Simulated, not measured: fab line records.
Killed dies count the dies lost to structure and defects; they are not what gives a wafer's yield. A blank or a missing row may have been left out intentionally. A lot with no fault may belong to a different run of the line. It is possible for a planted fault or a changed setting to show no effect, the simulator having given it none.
Check for tools in common / flow nandHarc / Lots sampled 11, wafers sampled 33

WHY IT WAS OPENED
At NHARC_P_ZERO_WELL_CD_MEAS_24 the reading cdNm is flagged on 1 of 11 lots. Fault-free wafers read 720.7 nm, with a standard deviation of 1.6.
Rule: a lot is flagged in two cases, either no wafer of it has a number, or all its wafers with numbers fall more than 4 standard deviations from that mean. As for the other lots, they are considered sound.

lot=L932; measured=day 1 22:28; on=cdSem-02; cdNm (nm), wafer by wafer=721.2 719.8 720.9; flag=
lot=L933; measured=day 2 08:48; on=cdSem-01; cdNm (nm), wafer by wafer=717.9 720.5 720.3; flag=
lot=L936; measured=day 3 14:29; on=cdSem-03; cdNm (nm), wafer by wafer=722.3 720.1 720.6; flag=
lot=L937; measured=day 4 02:44; on=cdSem-02; cdNm (nm), wafer by wafer=720.3 718.5 720.3; flag=
lot=L938; measured=day 4 10:20; on=cdSem-03; cdNm (nm), wafer by wafer=719.7 720.2 719.4; flag=
lot=L943; measured=day 6 12:28; on=cdSem-03; cdNm (nm), wafer by wafer=722.3 720.7 722.8; flag=
lot=L944; measured=day 6 22:31; on=cdSem-01; cdNm (nm), wafer by wafer=719.8 718.1 719.5; flag=
lot=L946; measured=day 7 18:23; on=cdSem-03; cdNm (nm), wafer by wafer=720.8 719.2 721.6; flag=
lot=L947; measured=day 8 04:31; on=cdSem-03; cdNm (nm), wafer by wafer=711.7 713.1 714.2; flag=FLAGGED
lot=L949; measured=day 9 00:28; on=cdSem-03; cdNm (nm), wafer by wafer=722.1 722.0 722.3; flag=
lot=L951; measured=day 9 20:29; on=cdSem-01; cdNm (nm), wafer by wafer=718.8 723.0 720.7; flag=
The mean of the flagged lots' numbers is 713.0 nm, -7.7 nm from the usual (-5 standard deviations).

WHICH TOOL RAN EACH LOT
The record holds 2 process steps before the reading, out of a route of 1302 steps. Read each cell as the tool, then ch plus the chambers that the sampled wafers visited, then the start.
lot=L932; flag=; NHARC_P_ZERO_WELL_DESCUM_13=rieDiel-07 ch 0,2,3, day 1 21:25; NHARC_P_ZERO_WELL_EXPOSE_21=krfScanner-03 ch 0, day 1 22:19
lot=L933; flag=; NHARC_P_ZERO_WELL_DESCUM_13=rieDiel-07 ch 0,2,3, day 2 07:34; NHARC_P_ZERO_WELL_EXPOSE_21=krfScanner-03 ch 0, day 2 08:38
lot=L936; flag=; NHARC_P_ZERO_WELL_DESCUM_13=rieDiel-07 ch 2,3, day 3 13:25; NHARC_P_ZERO_WELL_EXPOSE_21=krfScanner-02 ch 0, day 3 14:20
lot=L937; flag=; NHARC_P_ZERO_WELL_DESCUM_13=rieDiel-11 ch 0,1,3, day 4 01:25; NHARC_P_ZERO_WELL_EXPOSE_21=krfScanner-02 ch 0, day 4 02:35
lot=L938; flag=; NHARC_P_ZERO_WELL_DESCUM_13=rieDiel-07 ch 1,2,3, day 4 09:17; NHARC_P_ZERO_WELL_EXPOSE_21=krfScanner-02 ch 0, day 4 10:11
lot=L943; flag=; NHARC_P_ZERO_WELL_DESCUM_13=rieDiel-07 ch 0,3, day 6 11:16; NHARC_P_ZERO_WELL_EXPOSE_21=krfScanner-03 ch 0, day 6 12:19
lot=L944; flag=; NHARC_P_ZERO_WELL_DESCUM_13=rieDiel-06 ch 0,1, day 6 21:17; NHARC_P_ZERO_WELL_EXPOSE_21=krfScanner-02 ch 0, day 6 22:22
lot=L946; flag=; NHARC_P_ZERO_WELL_DESCUM_13=rieDiel-07 ch 0,1,2, day 7 17:17; NHARC_P_ZERO_WELL_EXPOSE_21=krfScanner-03 ch 0, day 7 18:14
lot=L947; flag=FLAGGED; NHARC_P_ZERO_WELL_DESCUM_13=rieDiel-06 ch 1,2,3, day 8 03:20; NHARC_P_ZERO_WELL_EXPOSE_21=krfScanner-03 ch 0, day 8 04:22
lot=L949; flag=; NHARC_P_ZERO_WELL_DESCUM_13=rieDiel-06 ch 0,3, day 8 23:24; NHARC_P_ZERO_WELL_EXPOSE_21=krfScanner-03 ch 0, day 9 00:18
lot=L951; flag=; NHARC_P_ZERO_WELL_DESCUM_13=rieDiel-07 ch 0,1,3, day 9 19:16; NHARC_P_ZERO_WELL_EXPOSE_21=krfScanner-01 ch 0, day 9 20:20
What is done by these steps:
- NHARC_P_ZERO_WELL_DESCUM_13: chemistry O2, time 3 s.
- NHARC_P_ZERO_WELL_EXPOSE_21: exposes mask P NWELL, target cd 720 nm.
- NHARC_P_ZERO_WELL_CD_MEAS_24: target cd 720 nm.

FLAGGED AGAINST TOTAL, ONE TOOL AT A TIME (gauges that did the reading follow at the end)
step=NHARC_P_ZERO_WELL_DESCUM_13; tool=rieDiel-06; lots run=3; flagged=1; share of the flagged lots=all; sound lots run after its first flagged lot=1 (L949)
step=NHARC_P_ZERO_WELL_DESCUM_13; tool=rieDiel-07; lots run=7; flagged=0; share of the flagged lots=none; sound lots run after its first flagged lot=-
step=NHARC_P_ZERO_WELL_DESCUM_13; tool=rieDiel-11; lots run=1; flagged=0; share of the flagged lots=none; sound lots run after its first flagged lot=-
step=NHARC_P_ZERO_WELL_EXPOSE_21; tool=krfScanner-01; lots run=1; flagged=0; share of the flagged lots=none; sound lots run after its first flagged lot=-
step=NHARC_P_ZERO_WELL_EXPOSE_21; tool=krfScanner-02; lots run=4; flagged=0; share of the flagged lots=none; sound lots run after its first flagged lot=-
step=NHARC_P_ZERO_WELL_EXPOSE_21; tool=krfScanner-03; lots run=6; flagged=1; share of the flagged lots=all; sound lots run after its first flagged lot=1 (L949)
step=NHARC_P_ZERO_WELL_CD_MEAS_24; tool=cdSem-01; lots run=3; flagged=0; share of the flagged lots=none; sound lots run after its first flagged lot=-
step=NHARC_P_ZERO_WELL_CD_MEAS_24; tool=cdSem-02; lots run=2; flagged=0; share of the flagged lots=none; sound lots run after its first flagged lot=-
step=NHARC_P_ZERO_WELL_CD_MEAS_24; tool=cdSem-03; lots run=6; flagged=1; share of the flagged lots=all; sound lots run after its first flagged lot=1 (L949)

THE TABLE: WHAT IT ALLOWS
All flagged lots were run by 3 table rows, namely rieDiel-06 at NHARC_P_ZERO_WELL_DESCUM_13, krfScanner-03 at NHARC_P_ZERO_WELL_EXPOSE_21, cdSem-03 at NHARC_P_ZERO_WELL_CD_MEAS_24.
- rieDiel-06 at NHARC_P_ZERO_WELL_DESCUM_13 ran 3 lots, 1 of them flagged. Sound lots followed the first flagged one (L949) on it, something a lasting fault affecting the whole tool could not allow.
- krfScanner-03 at NHARC_P_ZERO_WELL_EXPOSE_21 ran 6 lots, 1 of them flagged. Sound lots followed the first flagged one (L949) on it, something a lasting fault affecting the whole tool could not allow.
- cdSem-03 at NHARC_P_ZERO_WELL_CD_MEAS_24 ran 6 lots, 1 of them flagged. Sound lots followed the first flagged one (L949) on it, something a lasting fault affecting the whole tool could not allow.
There is no row in the table that ran each flagged lot and no sound lot after the first.

WHAT HAD BEEN PUT IN BY THE SIMULATOR
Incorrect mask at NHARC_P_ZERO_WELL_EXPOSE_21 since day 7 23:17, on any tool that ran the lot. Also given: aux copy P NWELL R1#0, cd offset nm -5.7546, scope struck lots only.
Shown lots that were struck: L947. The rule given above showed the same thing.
